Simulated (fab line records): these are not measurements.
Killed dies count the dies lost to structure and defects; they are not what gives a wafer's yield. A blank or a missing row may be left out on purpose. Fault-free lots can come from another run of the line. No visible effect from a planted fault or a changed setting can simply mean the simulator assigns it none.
Which tool did it? | flow nand-harc | 14 lots with 40 wafers sampled at 5 steps, on a route of 1302 steps

## WHAT EACH GAUGE READ, for each wafer
NHARC_A_ONON_D1_THK_MEAS_14: measures by ellipsometry.
lot  | measured     | on            | thk-nm (nm)
L754 | day 8 00:07  | film-metro-01 | 999 998 997
L755 | day 8 00:07  | film-metro-01 | 996 997 998
L756 | day 8 14:09  | film-metro-01 | 1008 1009 1009
L757 | day 9 01:58  | film-metro-01 | 991 995 993
L758 | day 9 13:48  | film-metro-01 | 1003 1005 1005
L759 | day 9 21:46  | film-metro-01 | 1001 1001 1002
L760 | day 10 13:40 | film-metro-01 | 1011 1009 1010
L761 | day 10 20:26 | film-metro-01 | 1000 1001 1001
L762 | day 11 08:08 | film-metro-02 | 991 994 993
L772 | day 15 15:58 | film-metro-01 | 1016 1014 1016
L773 | day 15 23:52 | film-metro-01 | 1009
L775 | day 16 16:13 | film-metro-01 | 1015 1012 1014
L776 | day 17 01:49 | film-metro-01 | 1004 1006 1006
L777 | day 17 11:18 | film-metro-01 | 996 996 997

NHARC_A_ONON_D1_THK_MEAS_21: measures by ellipsometry.
lot  | measured     | on            | thk-nm (nm)
L754 | day 8 08:30  | film-metro-01 | 1000 1001 1001
L755 | day 8 08:29  | film-metro-02 | 1000 999 1001
L756 | day 8 22:47  | film-metro-02 | 990 991 990
L757 | day 9 10:41  | film-metro-02 | 1001 1001 1001
L758 | day 9 21:59  | film-metro-02 | 1001 1004 1001
L759 | day 10 06:08 | film-metro-02 | 1018 1017 1017
L760 | day 10 22:34 | film-metro-01 | 1008 1006 1007
L761 | day 11 06:24 | film-metro-02 | 1007 1005 1007
L762 | day 11 16:45 | film-metro-01 | 1013 1014 1015
L772 | day 16 01:00 | film-metro-01 | 1562 1561 1562 1561 1564 1563
L773 | day 16 09:39 | film-metro-01 | 1575 1575
L775 | day 17 02:23 | film-metro-01 | 1015 1017 1017
L776 | day 17 10:12 | film-metro-02 | 1008 1008 1007
L777 | day 17 20:01 | film-metro-01 | 990 990 991

## WHICH TOOL RAN EACH LOT (tool, then ch and the chambers of the sampled wafers, then the start)
lot  | NHARC_P_BONDPAD_CMP_19        | NHARC_A_ZERO_WELL_RTA_16         | NHARC_A_ONON_D1_DEP_19
L754 | cmp-03 ch 2,3, day 6 21:59    | rtp-anneal-01 ch 0, day 7 01:10  | pecvd-onon-03 ch 0, day 8 08:03
L755 | cmp-01 ch 0,2,3, day 6 22:34  | rtp-anneal-01 ch 0, day 7 01:43  | pecvd-onon-02 ch 0, day 8 08:02
L756 | cmp-01 ch 0,2,3, day 7 09:59  | rtp-anneal-01 ch 0, day 7 12:58  | pecvd-onon-04 ch 0, day 8 22:17
L757 | cmp-01 ch 1,2,3, day 7 23:31  | rtp-anneal-02 ch 0, day 8 02:29  | pecvd-onon-03 ch 0, day 9 10:10
L758 | cmp-02 ch 0,2,3, day 8 10:37  | rtp-anneal-02 ch 0, day 8 13:43  | pecvd-onon-02 ch 0, day 9 21:29
L759 | cmp-02 ch 1,2,3, day 8 17:48  | rtp-anneal-02 ch 0, day 8 20:53  | pecvd-onon-04 ch 0, day 10 05:37
L760 | cmp-02 ch 0,1,3, day 9 09:31  | rtp-anneal-01 ch 0, day 9 12:37  | pecvd-onon-04 ch 0, day 10 22:03
L761 | cmp-02 ch 1,3, day 9 17:57    | rtp-anneal-01 ch 0, day 9 20:58  | pecvd-onon-04 ch 0, day 11 05:57
L762 | cmp-02 ch 0,2,3, day 10 00:28 | rtp-anneal-02 ch 0, day 10 03:25 | pecvd-onon-04 ch 0, day 11 16:14
L772 | cmp-02 ch 0,1, day 14 14:07   | rtp-anneal-02 ch 0, day 14 17:22 | pecvd-onon-04 ch 0, day 16 00:37
L773 | cmp-03 ch 3, day 14 21:38     | rtp-anneal-02 ch 0, day 15 00:56 | pecvd-onon-04 ch 0, day 16 09:19
L775 | cmp-02 ch 1,2,3, day 15 13:53 | rtp-anneal-01 ch 0, day 15 17:07 | pecvd-onon-03 ch 0, day 17 01:52
L776 | cmp-02 ch 0,1,2, day 15 21:45 | rtp-anneal-01 ch 0, day 16 00:45 | pecvd-onon-02 ch 0, day 17 09:45
L777 | cmp-01 ch 2,3, day 16 08:52   | rtp-anneal-01 ch 0, day 16 12:08 | pecvd-onon-03 ch 0, day 17 19:41
- NHARC_P_BONDPAD_CMP_19: polishes, t overpolish 30 s, cu recess touch 16 s, target thk 160.81 nm.
- NHARC_A_ZERO_WELL_RTA_16: time 10 s.
- NHARC_A_ONON_D1_DEP_19: target thk 1000 nm.

## WHAT THE TOOLS THEMSELVES READ (means of the sampled wafers that have a number; where no wafer has one, the mark that the record gives instead)
NHARC_P_BONDPAD_CMP_19.
lot  | tool   | motor-current-A (A) | overpolish-run-s (s)
L754 | cmp-03 | 11.9                | 30.001
L755 | cmp-01 | 12.8                | 30.004
L756 | cmp-01 | 12.6                | 30.002
L757 | cmp-01 | 13.1                | 30.003
L758 | cmp-02 | 12.5                | 30.000
L759 | cmp-02 | 12.2                | 30.006
L760 | cmp-02 | 11.5                | 30.014
L761 | cmp-02 | 11.4                | 30.001
L762 | cmp-02 | 12.4                | 30.001
L772 | cmp-02 | 11.0                | 30.010
L773 | cmp-03 | 11.7                | 30.004
L775 | cmp-02 | 12.2                | 30.004
L776 | cmp-02 | 12.1                | 29.991
L777 | cmp-01 | 12.5                | 29.999

NHARC_A_ZERO_WELL_RTA_16.
lot  | tool          | lamp-power-pct (%) | lamp_zone_3_pct (%) | wafer_temp_C_max
L754 | rtp-anneal-01 | 29.3               | 29.3                | 1004.8
L755 | rtp-anneal-01 | 29.3               | 29.4                | 1004.5
L756 | rtp-anneal-01 | 29.4               | 29.4                | 1004.2
L757 | rtp-anneal-02 | 25.6               | 25.6                | 1002.1
L758 | rtp-anneal-02 | 25.5               | 25.6                | 1002.0
L759 | rtp-anneal-02 | 25.6               | 25.6                | 1003.1
L760 | rtp-anneal-01 | 29.4               | 29.4                | 1003.1
L761 | rtp-anneal-01 | 29.4               | 29.4                | 1003.9
L762 | rtp-anneal-02 | 25.5               | 25.5                | 1003.2
L772 | rtp-anneal-02 | 25.6               | 25.6                | 1002.6
L773 | rtp-anneal-02 | 25.6               | 25.5                | 1003.1
L775 | rtp-anneal-01 | 29.4               | 29.4                | 1004.0
L776 | rtp-anneal-01 | 29.3               | 29.3                | 1004.0
L777 | rtp-anneal-01 | 29.3               | 29.3                | 1003.6

## THE ANSWER, worked out from the rows above alone
Rule: what is usual is taken from the lots themselves. Put in order of their means at a reading, lots are off if they are a third of the lots or fewer, leave a main group of 4 or more, and stand apart from it by a gap of 3 or more times the standard deviation of the main group's means; of several such gaps the widest counts. The tables above print the reading to a certain number of digits; a main group whose means all agree to those digits is not used. Also off: a lot with no number at a reading for which 4 or more lots have one. Any other lot the step has rows for is counted as sound. Order of review: gauges by route order, followed by the tools' own readings, for which a lot's mean as printed above is used. The first step at which some lot is off is used, and at that step the reading that is off furthest; a lot without a number counts as furthest.
Off, at NHARC_A_ONON_D1_THK_MEAS_21 on thk-nm: L772, L773. For the main group the mean is 1004 nm and the standard deviation 8.5.
If a tool, at a process step before that reading, ran all the lots that are off and no sound lot after the first of them, it fits. The gauges at NHARC_A_ONON_D1_THK_MEAS_21 are tried like those tools. Can't be told from this: 2 tools fit, rtp-anneal-02 at NHARC_A_ZERO_WELL_RTA_16, pecvd-onon-04 at NHARC_A_ONON_D1_DEP_19.

## WHAT THE SIMULATOR HAD INSERTED
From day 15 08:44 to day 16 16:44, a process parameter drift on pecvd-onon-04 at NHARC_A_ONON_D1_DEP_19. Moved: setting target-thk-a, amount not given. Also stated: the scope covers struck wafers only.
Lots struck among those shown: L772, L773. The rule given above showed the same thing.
